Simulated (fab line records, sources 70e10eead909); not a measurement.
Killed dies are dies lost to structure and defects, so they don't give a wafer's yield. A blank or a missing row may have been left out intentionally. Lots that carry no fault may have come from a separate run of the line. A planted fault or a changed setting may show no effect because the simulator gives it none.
A lot that was struck, set against a sound lot	flow nand harc	15 out of 1302 route steps
Sound: wafers L876.1, L876.2, L876.3. Struck: wafer L893.5 (left out: L893.1, L893.2 of the same lot, which were not struck); the cause appears at the end.
At each step with rows: each side's tool, then ch and its chambers, then its first start. Under that, the readings that differ: sound wafers	struck wafers	difference of the means	sigmas: that difference in standard deviations of wafers without a fault.
alike: words and numbers the same on both sides, and readings whose means are apart by under 2 such deviations; not compared: readings that were withheld, readings missing a value for some wafer, numbers with overlapping values and no deviation given by the record, and bounds like >300 which may hide the same value.
The two part at a step that has a row with sigmas, a row that says differs or no value, or rows on one side only. When numbers do not overlap yet have no deviation, they are printed without sigmas and do not part them. A reading that every wafer of one side lacks parts them only if that side has two wafers or more.

first, 1 step without rows for these wafers: NHARC_P_M0_DEVELOP_08 (develop time 35 s).
NHARC_P_M0_CD_MEAS_09 targets a cd of 90 nm.
  sound on cd sem-02 ch 0, day 6 01:13; struck on cd sem-01 ch 0, day 13 09:09
  alike: cd nm
NHARC_P_M0_OVL_MEAS_10: pitch 180 nm.
  sound on overlay-01 at day 6 01:19; struck on overlay-01 at day 13 09:14
  alike: overlay x nm, overlay y nm
NHARC_P_M0_INSPECT_11:
  sound on defect inspect-01 at day 6 01:21; struck on defect inspect-01 at day 13 09:16
  alike: raw defect count
NHARC_P_M0_DESCUM_14: chemistry O2, time 3 s.
  sound on rie diel-09 ch 1,2,3, day 6 01:25; struck on rie diel-01 ch 3, day 13 09:20
  alike: drypump motor current A, oes product au, rf vpp V, showerhead plenum p Torr, throttle valve pct
  not compared: rf hours counter h
NHARC_P_M0_ETCH_34: etches the open film in N2/H2, target depth 40 nm, overetch 12 nm, time 43.94 s.
  sound on rie diel-09 ch 0,1,3, day 6 01:30; struck on rie diel-01 ch 0, day 13 09:25
reading	sound	struck	difference	sigmas
throttle valve pct (%)	14.169 14.186 14.170	14.194	+0.019	+2
  alike: drypump motor current A, oes product au, rf fwd power W, rf vpp V, showerhead plenum p Torr
  not compared: rf hours counter h
NHARC_P_M0_ETCH_15: etches the open film in C4F8/Ar, target depth 150 nm, overetch 15 nm, time 82.5 s.
  sound on rie diel-09 ch 0,1,3; struck on rie diel-01 ch 3
  alike: oes product au, rf fwd power W, rf vpp V
  not compared: rf hours counter h
NHARC_P_M0_CD_MEAS_16:
  sound on cd sem-03 at day 6 01:43; struck on cd sem-01 at day 13 09:38
  alike: cd nm
NHARC_P_M0_STRIP_18: strips in N2/H2.
  sound on rie diel-01 ch 0,1,3, day 6 01:47; struck on rie diel-01 ch 1, day 13 09:46
  alike: drypump motor current A, oes product au, rf fwd power W, rf vpp V, showerhead plenum p Torr, throttle valve pct
  not compared: rf hours counter h
then, 3 steps without rows for these wafers: NHARC_P_M0_STRIP_19 (strips in post etch residue remover, time 600 s); NHARC_P_M0_DEGAS_28 (time 60 s); NHARC_P_M0_PRE_CLEAN_29 (time 30 s).
NHARC_P_M0_PVD_20: deposits TaN, target thk 5 nm, time 8.06 s.
  sound on pvd sputter-03 at day 6 02:33; struck on pvd sputter-02 at day 13 10:23
reading	sound	struck	difference	sigmas
chamber pressure pa (Pa)	0.12047 0.11973 0.12007	0.11959	-0.00050	-2
time s (s)	8.06 8.06 8.06	11.692	+3.632	
  alike: throttle valve pct
NHARC_P_M0_PVD_21: deposits Cu, target thk 30 nm, time 20.49 s.
  sound on pvd sputter-03; struck on pvd sputter-02
  alike: chamber pressure pa, throttle valve pct
  not compared: time s
-- record jumps: 19 days between struck wafers' starts before vs after; left off in module P_M0, resumes in module END, first step shown is number 1302 of the route --
NHARC_END_SORT_01:
  sound on prober-02 ch 0, day 24 10:35; struck on prober-02 ch 0, day 31 23:26
  alike: defect limited yield, killed at array, killed at other, killed at periphery, killed dies, killed open, killed short, sort_bin_2_pct, sort_bin_3_pct, sort_bin_4_pct, sort n pass, sort rim yield pct, sort yield pct

## WHERE THEY PART
At NHARC_P_M0_ETCH_34 first; at NHARC_P_M0_PVD_20 last (within this record only). Later steps at which nothing parts them and some readings are alike: NHARC_P_M0_PVD_21, NHARC_END_SORT_01.

WHY: the cause the simulator had injected
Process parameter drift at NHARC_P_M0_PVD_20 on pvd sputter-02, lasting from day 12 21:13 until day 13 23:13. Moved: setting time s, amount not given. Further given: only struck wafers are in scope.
